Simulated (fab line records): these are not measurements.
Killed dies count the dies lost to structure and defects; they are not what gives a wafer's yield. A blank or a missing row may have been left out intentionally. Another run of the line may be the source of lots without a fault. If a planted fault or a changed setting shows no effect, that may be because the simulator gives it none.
Chamber matching    flow n5-finfet    4 sister chambers for N5_FIN_SAQP_DESCUM_21 on rie-diel-06
The step chemistry O2, time 7.9 s. 4 wafers are shown with their chamber, then 8 later ones without.

## WAFERS, EACH WITH ITS CHAMBER
wafer   chamber  throttle-valve-pct (%)
L080.5  2        20.51
L083.4  3        20.66
L083.5  0        20.85
L084.2  1        21.00

## WAFERS WITHOUT THEIR CHAMBER
wafer   throttle-valve-pct (%)
L084.3  20.65
L084.6  21.01
L091.1  20.70
L091.4  20.58
L091.5  20.23
L096.3  20.71
L096.4  20.26
L096.5  20.68

## CHAMBER TAKEN BY EACH
wafer   from the rows above                in truth
L084.3  can't be placed: 3 or 2 or 0       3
L084.6  can't be placed: 1 or 0            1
L091.1  can't be placed: 3 or 0 or 2 or 1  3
L091.4  can't be placed: 2 or 3 or 0       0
L091.5  can't be placed: 2 or 3            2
L096.3  can't be placed: 3 or 0 or 2 or 1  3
L096.4  can't be placed: 2 or 3            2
L096.5  can't be placed: 3 or 2 or 0       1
Correct placement for 0 of the 8. These rows do not allow placing 8 (true chamber among the candidates in 7). Placed wrongly: 0.
How it was worked out, from the rows above alone: a wafer's distance from a chamber is the root of the sum, over the readings, of the square of ((its reading less the chamber's mean) divided by the reading's scatter). The wafer belongs to the nearest chamber; if the next one is less than 2 further off, it can't be placed. The mean given for a chamber averages the wafers shown for that chamber. The scatter: root of mean squared gap, hidden wafer to nearest shown wafer, with one shown wafer a chamber.
